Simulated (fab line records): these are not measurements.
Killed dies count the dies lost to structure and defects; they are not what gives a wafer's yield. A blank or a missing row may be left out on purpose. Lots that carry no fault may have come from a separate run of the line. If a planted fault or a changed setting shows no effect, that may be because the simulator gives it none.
fab line records | flow nandHarc | part 2 of 2: steps 24 to 33 of 33
record lots=5 wafers=15 lastDay=23
route steps=1159 shown P_M0@256 P_M1@285
lots with no fault: from the same line, run without faults
startH: start of the lot's first displayed wafer, in hours after the record's first day | waitH: hours from the lot's prior step to this one | " same as the row above | L1.1+2: a row that stands for several wafers | - no value, or no start was given | * or withheld: withheld | < > ~ a bound
route shown NAME@n: names a module that has steps shown in the file, with the first one's number in the route | usual: mean/standard deviation of fault-free wafers | same: alike in all rows | chamber/n: place in a boat | sites: per-site readings | _std_site: the standard deviation of these | _edge_site: outer sites' mean less inner sites' | radiusMm: for every site, how far away it sits from the centre of the wafer | mask NAME#n: copy n | behind: tool/chamber where the wafer was last shaped | hold: why the lot went on hold/how many hours it stayed there/how the hold came to an end | device: the transistor (n, p or np) that didn't switch | end of line: at the end of the route, the tests of the same wafers | step lacking rows: just its recipe | killed: not the wafer's yield, but the dies lost to structure and defects at the first sort | map: dies across one wafer; x = killed, . = not, _ = none there
set.NAME: the setting as run; set.NAME@STEP: as run at that earlier step | model.NAME: the simulator's own value behind a step, which no gauge read
a table for each step, a row for each wafer; lots at some steps of the route
services: the hour from which a tool's chamber was out of use, counted from the record's first day as startH (under 0 if before that day), plus the number of hours and why
## steps
# step NHARC_P_M0_THK_MEAS_24
# recipe thkMeasGauge=xrf
# usual thkNm=117.8/1.1
# columns lot.wafer tool chamber startH waitH thkNm
L076.2 filmMetro-01 - 136.46 - 118.0
L076.3 " - " " 116.8
L076.5 " - " " 116.0
L082.2 filmMetro-01 - 168.35 - 118.2
L082.3 " - " " 116.6
L082.4 " - " " 117.8
L083.2 filmMetro-01 - 171.31 - 118.0
L083.4 " - " " 118.7
L083.6 " - " " 119.4
L087.3 filmMetro-02 - 195.06 - 117.7
L087.5 " - " " 117.0
L087.6 " - " " 117.2
L090.2 filmMetro-01 - 215.36 - 117.8
L090.5 " - " " 117.1
L090.6 " - " " 118.9
# step NHARC_P_M0_SRD_25
# columns lot.wafer tool chamber startH waitH
L076.5+2+3 wetBench-10 3,4,7 136.50 0.0
L082.4+2+3 wetBench-08 5,0,1 168.39 0.0
L083.6+2+4 wetBench-10 0,1,2 171.35 0.0
L087.3+5+6 wetBench-10 1,3,5 195.10 0.0
L090.6+5+2 wetBench-10 3,5,7 215.41 0.0
# step NHARC_P_M0_INSPECT_27
# usual rawDefectCount=332/130
# columns lot.wafer tool chamber startH waitH rawDefectCount
L076.2 defectInspect-01 - 136.62 0.0 497
L076.3 " - " " 434
L076.5 " - " " 448
L082.2 defectInspect-02 - 168.51 0.0 331
L082.3 " - " " 643
L082.4 " - " " 375
L083.2 defectInspect-01 - 171.46 0.0 279
L083.4 " - " " 494
L083.6 " - " " 224
L087.3 defectInspect-02 - 195.22 0.0 814
L087.5 " - " " 464
L087.6 " - " " 390
L090.2 defectInspect-01 - 215.52 0.0 268
L090.5 " - " " 334
L090.6 " - " " 234
# step NHARC_P_M0_PRE_CLEAN_31
# recipe timeS=12 tempC=370 rfPowerW=300 gas=NH3
# usual heaterPowerW=669/83
# columns lot.wafer tool chamber startH waitH heaterPowerW
L076.3 pecvd-02 1 136.70 0.1 695
L076.2 " 2 " " 491
L076.5 " 0 " " 681
L082.2 pecvd-01 2 168.58 0.1 807
L082.3 " 0 " " 712
L082.4 " 0 " " 722
L083.2 pecvd-01 1 171.57 0.1 743
L083.4 " 1 " " 728
L083.6 " 2 " " 688
L087.3 pecvd-03 0 195.91 0.7 738
L087.5 " 0 " " 719
L087.6 " 1 " " 552
L090.2 pecvd-01 2 215.59 0.1 797
L090.6 " 2 " " 801
L090.5 " 1 " " 655
# step NHARC_P_M0_DEP_32
# recipe targetThkA=300 tempC=370 targetThkNm=30 pressureTorr=3 flowSccm=200 rfW=450 material=SiCN
# usual chamberPressureTorr=3.001/0.0066 heaterPowerW=611/83
# columns lot.wafer tool chamber startH waitH chamberPressureTorr heaterPowerW
L076.3 pecvd-02 1 136.81 0.1 3.004 575
L076.2 " 2 " " 2.992 445
L076.5 " 0 " " 3.004 710
L082.2 pecvd-01 2 168.66 0.1 2.997 693
L082.3 " 0 " " 3.004 640
L082.4 " 0 " " 3.000 640
L083.2 pecvd-01 1 171.68 0.1 3.000 603
L083.4 " 1 " " 2.997 582
L083.6 " 2 " " 3.010 772
L087.3 pecvd-03 0 196.02 0.1 2.996 655
L087.5 " 0 " " 2.994 650
L087.6 " 1 " " 3.002 492
L090.2 pecvd-01 2 215.70 0.1 2.997 733
L090.6 " 2 " " 3.009 733
L090.5 " 1 " " 3.008 627
# step NHARC_P_M1_DEP_00
# recipe targetThkA=1825 targetThkNm=182.5 tempC=withheld pressureTorr=5 flowSccm=200 rfW=600 material=SiOC
# usual chamberPressureTorr=5.001/0.011
# columns lot.wafer tool chamber startH waitH chamberPressureTorr
L076.3 pecvd-02 0 - - 4.986
L076.2 " 1 " " 5.010
L076.5 " 2 " " 4.999
L082.2 pecvd-01 1 - - 5.016
L082.3 " 0 " " 5.006
L082.4 " 1 " " 5.010
L083.2 pecvd-02 2 172.04 - 4.991
L083.4 " 0 " " 4.991
L083.6 " 1 " " 4.999
L087.3 pecvd-01 2 196.48 - 5.003
L087.5 " 1 " " 4.999
L087.6 " 2 " " 5.013
L090.2 pecvd-02 0 216.30 0.5 5.017
L090.6 " 2 " " 4.986
L090.5 " 1 " " 4.986
# step NHARC_P_M1_DEHYDRATE_01
# recipe tempC=150 timeS=120
# usual chillPlateTempC=23.02/0.1 exhaustPa=45.2/0.97
# columns lot.wafer tool chamber startH waitH chillPlateTempC exhaustPa
L076.2 lithoTrack-01 0 137.56 - 23.06 45.2
L076.3 " 0 " " 23.02 45.5
L076.5 " 0 " " 23.05 46.4
L082.2 lithoTrack-04 0 169.45 - 23.17 45.0
L082.3 " 0 " " 23.07 44.6
L082.4 " 0 " " 22.99 43.8
L083.2 lithoTrack-04 0 172.45 - 22.93 44.3
L083.4 " 0 " " 22.99 45.4
L083.6 " 0 " " 23.16 45.7
L087.3 lithoTrack-06 0 196.80 - 22.98 46.3
L087.5 " 0 " " 23.00 45.6
L087.6 " 0 " " 22.95 44.0
L090.2 lithoTrack-04 0 216.66 - 23.03 46.0
L090.5 " 0 " " 23.03 44.7
L090.6 " 0 " " 23.08 46.0
# step NHARC_P_M1_HMDS_02
# recipe timeS=30
# usual chillPlateTempC=23.02/0.11 exhaustPa=45.0/0.99
# columns lot.wafer tool chamber startH waitH chillPlateTempC exhaustPa
L076.2 lithoTrack-01 0 - - 23.16 45.6
L076.3 " 0 " " 23.03 43.5
L076.5 " 0 " " 23.18 44.9
L082.2 lithoTrack-04 0 - - 22.96 44.3
L082.3 " 0 " " 23.21 44.5
L082.4 " 0 " " 23.16 44.4
L083.2 lithoTrack-04 0 - - 23.18 44.9
L083.4 " 0 " " 23.11 45.5
L083.6 " 0 " " 22.98 44.8
L087.3 lithoTrack-06 0 - - 23.06 44.1
L087.5 " 0 " " 22.91 45.0
L087.6 " 0 " " 22.91 44.7
L090.2 lithoTrack-04 0 - - 23.20 43.5
L090.5 " 0 " " 23.13 44.0
L090.6 " 0 " " 23.08 44.5
# step NHARC_P_M1_COAT_34
# recipe tempC=200 timeS=65
# usual chillPlateTempC=23.01/0.099 exhaustPa=44.9/0.89
# columns lot.wafer tool chamber startH waitH chillPlateTempC exhaustPa
L076.2 lithoTrack-01 0 - - 22.88 45.4
L076.3 " 0 " " 22.97 45.4
L076.5 " 0 " " 22.96 45.7
L082.2 lithoTrack-04 0 - - 22.94 43.6
L082.3 " 0 " " 22.94 45.4
L082.4 " 0 " " 22.91 45.2
L083.2 lithoTrack-04 0 - - 22.96 45.0
L083.4 " 0 " " 23.04 44.7
L083.6 " 0 " " 23.00 44.9
L087.3 lithoTrack-06 0 - - 22.94 44.8
L087.5 " 0 " " 23.20 45.6
L087.6 " 0 " " 23.09 44.8
L090.2 lithoTrack-04 0 - - 22.85 44.6
L090.5 " 0 " " 23.00 44.4
L090.6 " 0 " " 22.89 45.0
# step NHARC_P_M1_COAT_03
# recipe spinRpm=1500 resistThkNm=90
# usual chillPlateTempC=22.98/0.1 dispensePressureKPa=51/4.2 exhaustPa=45.1/0.84
# columns lot.wafer tool chamber startH waitH chillPlateTempC dispensePressureKPa exhaustPa
L076.2 lithoTrack-01 0 - - 23.06 56 44.4
L076.3 " 0 " " 22.93 56 45.1
L076.5 " 0 " " 23.11 56 44.7
L082.2 lithoTrack-04 0 - - 22.91 54 44.9
L082.3 " 0 " " 22.94 54 45.8
L082.4 " 0 " " 22.74 54 42.9
L083.2 lithoTrack-04 0 - - 22.99 54 43.5
L083.4 " 0 " " 23.00 54 44.8
L083.6 " 0 " " 22.82 54 44.0
L087.3 lithoTrack-06 0 - - 23.06 46 45.0
L087.5 " 0 " " 23.01 46 45.1
L087.6 " 0 " " 23.01 46 45.5
L090.2 lithoTrack-04 0 - - 22.82 54 44.7
L090.5 " 0 " " 22.94 54 44.4
L090.6 " 0 " " 22.75 54 46.9
## services
# columns tool chamber startH hours kind
pecvd-03 - 111.50 13.0 pm
pecvd-02 1 114.43 6.6 repair
lithoTrack-06 - 117.00 7.0 pm
pecvd-02 2 128.28 6.7 repair
rieDiel-10 3 140.47 2.4 repair
lithoTrack-04 - 141.00 7.0 pm
ecdCu-01 - 150.39 1.9 repair
pecvd-02 - 153.00 13.0 pm
cmp-03 - 156.00 4.0 pm
rieDiel-10 0 157.93 1.7 repair
pvdSputter-01 - 158.00 10.0 pm
rieDiel-10 - 176.50 9.0 pm
cmp-03 - 178.00 1.1 repair
pvdSputter-01 - 179.54 2.9 repair
wetBench-02 - 180.00 8.0 pm
ecdCu-02 - 180.02 8.0 pm
arfiScanner-02 - 181.01 9.7 repair
cmp-04 - 181.05 0.7 repair
pecvd-02 - 186.64 0.7 repair
ecdCu-01 - 195.23 9.1 repair
pvdSputter-02 - 195.66 9.3 repair
cmp-04 - 203.17 4.0 pm
pecvd-02 2 207.89 5.6 repair
pecvd-01 0 212.95 4.2 repair
